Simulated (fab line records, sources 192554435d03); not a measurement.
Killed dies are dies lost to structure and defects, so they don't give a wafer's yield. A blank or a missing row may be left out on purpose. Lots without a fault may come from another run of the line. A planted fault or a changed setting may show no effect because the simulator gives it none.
Split-lot experiment | flow n5_finfet | 7 lots, 21 wafers read, on a route of 1938 steps

THE SPLIT
At N5_BEOL_M2_COAT_22 (resist thk 30 nm), the setting spin_rpm was moved away from the recipe's 1500 rpm on 5 of the 21 wafers read, by -8.0% to +8.5%. The other wafers ran this setting at the recipe's value.

The reading is taken at the split's own step.

THE READING
CAR-EUV_of_BEOL_M2_COAT_22.thk_nm (the simulator's own value, which no gauge read), in nm, at N5_BEOL_M2_COAT_22 (resist thk 30 nm). The file gives no usual value for it. The 16 wafers here that ran the recipe average 30.0 nm, standard deviation 0.13 nm.

wafer  | tool, chamber at the split | spin_rpm as run, rpm | against the recipe | CAR-EUV_of_BEOL_M2_COAT_22.thk_nm, nm | against lot-mates on the recipe
L074.2 | litho_track-02, 0          | 1500                 | recipe             | 30                                    | -
L074.3 | litho_track-02, 0          | 1500                 | recipe             | 30.2                                  | -
L074.5 | litho_track-02, 0          | 1380                 | -8.0%              | 31.4                                  | +1.3
L080.2 | litho_track-02, 0          | 1500                 | recipe             | 30                                    | -
L080.5 | litho_track-02, 0          | 1500                 | recipe             | 30                                    | -
L080.6 | litho_track-02, 0          | 1500                 | recipe             | 29.8                                  | -
L082.1 | litho_track-02, 0          | 1500                 | recipe             | 30.2                                  | -
L082.2 | litho_track-02, 0          | 1500                 | recipe             | 30.2                                  | -
L082.5 | litho_track-02, 0          | 1500                 | recipe             | 30.2                                  | -
L084.1 | litho_track-02, 0          | 1500                 | recipe             | 30                                    | -
L084.2 | litho_track-02, 0          | 1500                 | recipe             | 30                                    | -
L084.3 | litho_track-02, 0          | 1500                 | recipe             | 30                                    | -
L087.1 | litho_track-02, 0          | 1500                 | recipe             | 30                                    | -
L087.3 | litho_track-02, 0          | 1628                 | +8.5%              | 28.8                                  | -1.2
L087.6 | litho_track-02, 0          | 1628                 | +8.5%              | 28.6                                  | -1.4
L089.1 | litho_track-01, 0          | 1500                 | recipe             | 29.8                                  | -
L089.4 | litho_track-01, 0          | 1500                 | recipe             | 30                                    | -
L089.6 | litho_track-01, 0          | 1500                 | recipe             | 30                                    | -
L092.1 | litho_track-04, 0          | 1594                 | +6.3%              | 29                                    | -0.8
L092.2 | litho_track-04, 0          | 1594                 | +6.3%              | 29.2                                  | -0.6
L092.4 | litho_track-04, 0          | 1500                 | recipe             | 29.8                                  | -

THE FIT
A straight line over all 21 wafers: CAR-EUV_of_BEOL_M2_COAT_22.thk_nm changes by -0.157 nm for each +1% of spin_rpm; r = -0.97; the points scatter about the line by 0.13 nm.
The same after taking each lot's own level away (the mean of its wafers on the recipe; 21 wafers): -0.145 nm for each +1%; r = -0.98; scatter 0.11 nm.
On that fit, the largest move of spin_rpm shifts the reading by 1.2 nm.
The lots' own levels span 29.80 to 30.20 nm, that is 3.0 times the standard deviation above.
So the lot-to-lot level changes the slope little: the two slopes agree.
Check: with one of the wafers moved furthest among these (+8.5%) left out of the fit, the line predicts -1.22 nm for it against its lot-mates. It came out at -1.2 nm against them.

OTHER SPLITS ON THESE WAFERS
These wafers also went through other splits before the reading. Each is held against what the fit with the lots' levels taken away leaves over:
other split on the same wafers   | wafers away from the commonest value | r with CAR-EUV_of_BEOL_M2_COAT_22.thk_nm (lot level and that fit taken away)
N5_BEOL_M0_SAQP_COAT_34 spin_rpm | 5                                    | -0.12
N5_BEOL_M1_COAT_05 spin_rpm      | 8                                    | -0.13
N5_BEOL_M1_EXPOSE_08 dose_mj     | 4                                    | -0.09

THE FILE'S OWN FIT
CAR-EUV_of_BEOL_M2_COAT_22.thk_nm changes by -0.147 nm for each +1% of spin_rpm, r = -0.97.
